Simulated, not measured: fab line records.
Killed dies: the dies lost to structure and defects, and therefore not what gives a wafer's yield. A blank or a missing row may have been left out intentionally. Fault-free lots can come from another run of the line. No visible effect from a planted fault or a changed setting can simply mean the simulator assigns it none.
A struck lot beside a sound one ; flow nand harc ; 14 steps out of a route of 1159
Sound: wafers L517.2, L517.3, L517.6. Wafers L521.1, L521.3, L521.5 were the ones struck. The cause comes at the end.
Per side, at each step with rows, come the tool, then ch with its chambers, and then its first start. Under that, the readings that differ: sound wafers ; struck wafers ; difference of the means ; sigmas: that difference in standard deviations of wafers without a fault.
alike: readings with means less than 2 such deviations apart, plus words and numbers identical on both sides. not compared: withheld readings, readings lacking a value on some wafer, bounds such as >300 that could conceal the same value, and numbers that have no deviation in the record and whose values overlap.
A row with sigmas, a row that says differs or no value, or rows on one side alone: a step with any of these is where the two part. Non-overlapping numbers with no deviation appear without sigmas and do not part them. A reading missing from all wafers of one side parts the sides only when that side holds two or more wafers.

NHARC_A_M0_CMP_23: polishes, t overpolish 20 s, target thk 113.75 nm.
  sound on cmp-04 ch 1,2,3, day 17 22:41; struck on cmp-04 ch 1,2,3, day 19 12:19
  alike: motor current A, time to endpoint s
NHARC_A_M0_THK_MEAS_24: measures by xrf.
  struck on film metro-02, day 19 12:35; sound on film metro-01, day 17 22:57
  alike: thk nm
then, 1 step without rows for these wafers: NHARC_A_M0_SRD_25.
NHARC_A_M0_INSPECT_27:
  struck on defect inspect-02, day 19 12:44; sound on defect inspect-01, day 17 23:10
  alike: raw defect count
NHARC_A_M0_PRE_CLEAN_31: time 12 s.
  sound on pecvd-02 ch 0,1,2, day 17 23:14; struck on pecvd-04 ch 0,1,2, day 19 12:48
  alike: heater power w
NHARC_A_M0_DEP_32: deposits SiCN, target thk 30 nm.
  sound on pecvd-02 ch 0,1,2, day 17 23:19; struck on pecvd-04 ch 0,1,2, day 19 12:53
  alike: chamber pressure Torr, heater power w, showerhead vpp V
then, 5 steps without rows for these wafers: NHARC_A_M1_DEP_00 (deposits SiOC, target thk 182.5 nm); NHARC_A_M1_DEHYDRATE_01 (time 120 s); NHARC_A_M1_HMDS_02 (time 30 s); NHARC_A_M1_COAT_34 (time 65 s); NHARC_A_M1_COAT_03 (resist thk 90 nm).
NHARC_A_M1_SOFTBAKE_04: time 55 s.
  sound on litho track-06 ch 0, day 18 00:00; struck on litho track-06 ch 0, day 19 13:00
reading;sound;struck;difference;sigmas
heater power total W (W);188.29 188.72 188.67;192.05 191.91 192.31;+3.53;+27
then, 2 steps without rows for these wafers: NHARC_A_M1_EBR_05; NHARC_END_SORT_01.

== WHERE THEY PART ==
Only at NHARC_A_M1_SOFTBAKE_04, as far as this record shows.

WHY: what the simulator had put in
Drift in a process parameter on litho track-06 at NHARC_A_M1_SOFTBAKE_04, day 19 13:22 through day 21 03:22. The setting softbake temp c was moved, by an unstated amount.
